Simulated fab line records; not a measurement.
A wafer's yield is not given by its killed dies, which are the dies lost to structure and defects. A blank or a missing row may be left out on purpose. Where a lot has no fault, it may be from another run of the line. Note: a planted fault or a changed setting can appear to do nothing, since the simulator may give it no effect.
Which tool was responsible?    flow n5_finfet    72 wafers from 24 lots sampled at 6 of the route's 1938 steps

## WHAT THE GAUGES SHOWED, per wafer
N5_DUMMY_GATE_CD_MEAS_24: target cd 15 nm. Usual: 14.7 nm for cd_nm, sd 0.58.
lot   measured     on         cd_nm (nm)      flag
L074  day 2 23:58  cd_sem-01  14.2 14.8 15.4  
L075  day 3 07:44  cd_sem-03  15.3 14.9 14.3  
L076  day 3 20:01  cd_sem-02  14.9 14.8 14.4  
L077  day 4 00:19  cd_sem-01  14.5 13.6 14.0  
L078  day 4 03:58  cd_sem-03  15.3 14.4 14.6  
L079  day 4 07:11  cd_sem-03  14.3 14.4 14.3  
L080  day 4 11:54  cd_sem-03  15.3 14.5 15.2  
L081  day 4 17:34  cd_sem-03  14.7 14.3 15.1  
L082  day 4 22:24  cd_sem-03  15.6 14.6 15.1  
L083  day 5 07:38  cd_sem-01  13.4 15.0 14.0  
L084  day 5 14:01  cd_sem-02  14.0 14.6 14.5  
L085  day 5 19:43  cd_sem-01  14.3 14.4 14.1  
L086  day 6 01:10  cd_sem-01  13.8 15.6 14.9  
L087  day 6 04:53  cd_sem-02  15.0 14.7 14.9  
L088  day 6 12:20  cd_sem-01  14.4 15.5 15.0  
L089  day 6 17:50  cd_sem-01  13.8 14.0 14.0  
L090  day 7 00:12  cd_sem-01  14.5 14.5 15.2  
L091  day 7 05:41  cd_sem-01  15.4 14.5 14.4  
L092  day 7 12:56  cd_sem-02  14.0 14.3 14.8  
L093  day 7 16:55  cd_sem-02  15.0 14.9 15.5  
L094  day 8 02:05  cd_sem-01  14.3 15.0 13.5  
L095  day 8 05:05  cd_sem-03  15.4 13.7 14.5  
L096  day 8 12:26  cd_sem-02  14.8 14.7 15.8  
L097  day 8 20:02  cd_sem-02  15.2 15.2 14.4  

N5_DUMMY_GATE_INSPECT_27: inspects for defects (brightfield). Usual: 308 for raw_defect_count, sd 80.
lot   measured     on                 raw_defect_count  flag
L074  day 3 00:17  defect_inspect-01  264 339 356       
L075  day 3 08:07  defect_inspect-01  261 288 308       
L076  day 3 20:17  defect_inspect-02  233 291 327       
L077  day 4 00:36  defect_inspect-02  507 313 354       
L078  day 4 04:15  defect_inspect-01  282 290 278       
L079  day 4 07:32  defect_inspect-02  206 310 378       
L080  day 4 12:33  defect_inspect-01  230 255 147       
L081  day 4 17:50  defect_inspect-02  227 203 293       
L082  day 4 22:41  defect_inspect-01  243 209 230       
L083  day 5 07:55  defect_inspect-02  346 229 326       
L084  day 5 14:19  defect_inspect-01  339 186 270       
L085  day 5 20:09  defect_inspect-02  330 344 322       
L086  day 6 01:40  defect_inspect-01  221 334 255       
L087  day 6 05:10  defect_inspect-01  420 448 324       
L088  day 6 12:39  defect_inspect-01  306 214 253       
L089  day 6 18:07  defect_inspect-01  263 274 293       
L090  day 7 00:28  defect_inspect-01  436 446 333       
L091  day 7 05:58  defect_inspect-02  264 341 329       
L092  day 7 13:13  defect_inspect-02  361 236 340       
L093  day 7 17:14  defect_inspect-02  420 302 250       
L094  day 8 02:24  defect_inspect-01  309 388 479       
L095  day 8 05:22  defect_inspect-02  475 463 536       
L096  day 8 12:43  defect_inspect-01  275 187 399       
L097  day 8 20:21  defect_inspect-01  230 302 262       

N5_SPACER0_INSPECT_04: inspects for defects (darkfield). Usual: 144 for raw_defect_count, sd 35.
lot   measured     on                 raw_defect_count  flag
L074  day 3 00:53  defect_inspect-01  128 142 168       
L075  day 3 08:44  defect_inspect-02  126 150 156       
L076  day 3 20:53  defect_inspect-01  113 123 155       
L077  day 4 01:12  defect_inspect-02  206 183 136       
L078  day 4 04:52  defect_inspect-01  132 144 122       
L079  day 4 08:08  defect_inspect-02  110 193 187       
L080  day 4 13:09  defect_inspect-02  124 119 122       
L081  day 4 19:22  defect_inspect-01  129 122 191       
L082  day 4 23:17  defect_inspect-02  136 90 124        
L083  day 5 08:32  defect_inspect-02  130 89 152        
L084  day 5 14:55  defect_inspect-01  136 110 113       
L085  day 5 21:03  defect_inspect-02  148 179 165       
L086  day 6 03:10  defect_inspect-01  112 140 132       
L087  day 6 06:07  defect_inspect-02  155 194 120       
L088  day 6 13:16  defect_inspect-02  130 84 135        
L089  day 6 18:43  defect_inspect-01  136 146 117       
L090  day 7 01:19  defect_inspect-02  199 191 167       
L091  day 7 06:34  defect_inspect-01  140 139 135       
L092  day 7 13:50  defect_inspect-02  163 140 113       
L093  day 7 17:51  defect_inspect-01  156 116 109       
L094  day 8 03:00  defect_inspect-01  149 167 234       
L095  day 8 05:58  defect_inspect-01  220 214 241       
L096  day 8 14:07  defect_inspect-02  186 109 190       
L097  day 8 20:57  defect_inspect-01  142 140 137       

N5_SD_EPI_P_CD_MEAS_09: target cd 240 nm. Usual: 240.5 nm for cd_nm, sd 0.98.
lot   measured     on         cd_nm (nm)         flag
L074  day 3 06:50  cd_sem-03  240.3 240.5 241.0  
L075  day 3 14:19  cd_sem-02  240.5 239.2 240.3  
L076  day 4 01:44  cd_sem-02  238.1 240.1 238.4  
L077  day 4 05:56  cd_sem-01  241.2 240.6 241.1  
L078  day 4 09:38  cd_sem-02  240.5 240.2 240.6  
L079  day 4 13:40  cd_sem-01  242.4 241.2 241.6  
L080  day 4 19:14  cd_sem-03  239.2 241.3 238.8  
L081  day 5 01:26  cd_sem-02  240.0 241.5 241.1  
L082  day 5 03:59  cd_sem-03  240.1 240.8 240.6  
L083  day 5 13:33  cd_sem-01  242.9 241.7 241.3  
L084  day 5 20:30  cd_sem-02  241.6 239.9 239.1  
L085  day 6 03:04  cd_sem-01  240.1 241.1 240.4  
L086  day 6 08:26  cd_sem-03  240.4 240.5 241.5  
L087  day 6 11:36  cd_sem-02  242.9 242.1 240.7  
L088  day 6 18:26  cd_sem-01  241.4 240.6 240.0  
L089  day 7 00:04  cd_sem-03  241.7 241.4 240.1  
L090  day 7 06:06  cd_sem-03  240.0 240.7 240.3  
L091  day 7 12:13  cd_sem-01  241.0 241.8 242.3  
L092  day 7 18:43  cd_sem-01  241.0 240.3 240.1  
L093  day 7 23:04  cd_sem-01  238.3 239.0 238.9  
L094  day 8 08:33  cd_sem-03  239.7 239.0 239.1  
L095  day 8 11:47  cd_sem-02  240.5 239.9 240.1  
L096  day 8 19:07  cd_sem-02  240.2 239.6 240.5  
L097  day 9 01:53  cd_sem-03  239.5 240.9 239.2  

N5_SD_EPI_P_INSPECT_11: inspects for defects (macro). Usual: 2 for raw_defect_count, sd 1.4.
lot   measured     on                 raw_defect_count  flag
L074  day 3 06:53  defect_inspect-02  4 0 4             
L075  day 3 14:22  defect_inspect-01  0 2 2             
L076  day 4 01:47  defect_inspect-02  0 2 1             
L077  day 4 05:59  defect_inspect-02  3 1 3             
L078  day 4 09:41  defect_inspect-02  4 5 1             
L079  day 4 13:43  defect_inspect-01  1 1 2             
L080  day 4 19:17  defect_inspect-01  3 1 1             
L081  day 5 01:30  defect_inspect-02  0 1 1             
L082  day 5 04:02  defect_inspect-01  2 2 1             
L083  day 5 13:36  defect_inspect-02  4 4 2             
L084  day 5 20:33  defect_inspect-01  0 3 3             
L085  day 6 03:07  defect_inspect-02  1 1 2             
L086  day 6 08:29  defect_inspect-01  4 4 3             
L087  day 6 11:40  defect_inspect-02  4 0 0             
L088  day 6 18:29  defect_inspect-01  4 3 1             
L089  day 7 00:08  defect_inspect-02  1 3 1             
L090  day 7 06:09  defect_inspect-01  2 2 0             
L091  day 7 12:17  defect_inspect-01  3 1 0             
L092  day 7 18:47  defect_inspect-01  2 1 3             
L093  day 7 23:07  defect_inspect-02  3 0 4             
L094  day 8 08:37  defect_inspect-02  0 1 3             
L095  day 8 11:50  defect_inspect-01  1 4 3             
L096  day 8 19:10  defect_inspect-02  0 2 3             
L097  day 9 01:56  defect_inspect-02  1 0 2             

## WHICH TOOL RAN EACH LOT (tool, then ch and the chambers of the sampled wafers, then the start)
lot   N5_SD_EPI_N_SD_RECESS_17
L074  rie_si-02 ch 0,1, day 3 02:26
L075  rie_si-02 ch 1,2,3, day 3 09:54
L076  rie_si-03 ch 0,2,3, day 3 22:04
L077  rie_si-01 ch 0,2,3, day 4 02:15
L078  rie_si-01 ch 0,2, day 4 06:04
L079  rie_si-01 ch 0,1, day 4 09:19
L080  rie_si-03 ch 0,1,3, day 4 15:09
L081  rie_si-01 ch 0,2,3, day 4 20:32
L082  rie_si-03 ch 0,2, day 5 00:20
L083  rie_si-01 ch 0,1, day 5 10:01
L084  rie_si-01 ch 0,1, day 5 16:05
L085  rie_si-02 ch 1,3, day 5 22:06
L086  rie_si-01 ch 1,2, day 6 04:20
L087  rie_si-01 ch 0,2, day 6 07:17
L088  rie_si-02 ch 1,3, day 6 14:26
L089  rie_si-02 ch 0,1,3, day 6 19:53
L090  rie_si-01 ch 0,3, day 7 02:22
L091  rie_si-03 ch 1,2,3, day 7 08:17
L092  rie_si-01 ch 0,1,2, day 7 15:01
L093  rie_si-01 ch 2,3, day 7 19:19
L094  rie_si-03 ch 1,3, day 8 04:55
L095  rie_si-03 ch 1,2, day 8 08:14
L096  rie_si-02 ch 0,3, day 8 15:27
L097  rie_si-02 ch 0,1, day 8 22:11
- N5_SD_EPI_N_SD_RECESS_17: chemistry HBr/Cl2/O2, target depth 41 nm, time 23.7 s, bt time 3 s.

## WHAT THE TOOLS THEMSELVES READ (means of the sampled wafers that have a number; where no wafer has one, the mark that the record gives instead)
N5_SD_EPI_N_SD_RECESS_17. Usual: HBr_flow_sccm 150.0 sccm, standard deviation 0.45; drypump_motor_current_A 5.8 A, standard deviation 0.48; he_backside_leak_sccm 2.8 sccm, standard deviation 0.37; oes_product_au 0.998 a.u., standard deviation 0.014; throttle_valve_pct 37.2 %, standard deviation 0.31.
lot   tool       HBr_flow_sccm (sccm)  drypump_motor_current_A (A)  he_backside_leak_sccm (sccm)  oes_product_au (a.u.)  throttle_valve_pct (%)  flag
L074  rie_si-02  149.6                 6.1                          2.8                           1.010                  36.8                    
L075  rie_si-02  150.1                 6.2                          2.8                           1.011                  36.8                    
L076  rie_si-03  150.3                 5.6                          2.6                           0.974                  37.1                    
L077  rie_si-01  149.6                 5.9                          3.0                           1.003                  37.2                    
L078  rie_si-01  150.7                 5.9                          2.8                           1.002                  37.1                    
L079  rie_si-01  149.9                 6.2                          3.2                           1.013                  37.3                    
L080  rie_si-03  149.6                 5.4                          2.7                           0.976                  37.4                    
L081  rie_si-01  150.1                 5.9                          2.9                           1.001                  37.2                    
L082  rie_si-03  150.2                 5.7                          2.7                           0.974                  37.1                    
L083  rie_si-01  149.7                 6.2                          2.8                           1.005                  37.3                    
L084  rie_si-01  149.8                 6.2                          2.7                           1.005                  37.3                    
L085  rie_si-02  150.1                 6.4                          2.7                           1.011                  36.9                    
L086  rie_si-01  150.0                 5.5                          2.8                           1.006                  37.3                    
L087  rie_si-01  150.0                 6.2                          2.7                           1.010                  37.2                    
L088  rie_si-02  149.9                 6.4                          2.8                           1.008                  36.7                    
L089  rie_si-02  149.4                 6.2                          2.6                           1.009                  37.0                    
L090  rie_si-01  150.2                 6.2                          3.5                           1.004                  37.1                    
L091  rie_si-03  150.1                 5.3                          2.7                           0.972                  37.2                    
L092  rie_si-01  150.0                 5.8                          2.7                           0.999                  37.3                    
L093  rie_si-01  150.0                 5.5                          2.8                           1.001                  37.0                    
L094  rie_si-03  149.8                 5.1                          2.7                           0.977                  37.4                    
L095  rie_si-03  149.6                 5.2                          2.8                           0.981                  37.4                    
L096  rie_si-02  149.8                 6.1                          2.4                           1.002                  37.2                    
L097  rie_si-02  150.1                 6.2                          2.7                           1.013                  36.8                    

## THE ANSWER, worked out from the rows above alone
Rule: a lot is off if the mean of its wafers that have a number lies more than 3 standard deviations from the usual mean. Also off: a lot with no number at a reading for which 4 or more lots have one. Any other lot the step has rows for is counted as sound. First the gauges in route order, then the tools' own readings, where a lot's mean is used as printed above. The first step at which some lot is off is used, and at that step the reading that is off furthest; a lot without a number counts as furthest.
Across all readings shown, no lot is off: no conclusion can be drawn from this.

## WHAT HAD BEEN PUT IN BY THE SIMULATOR
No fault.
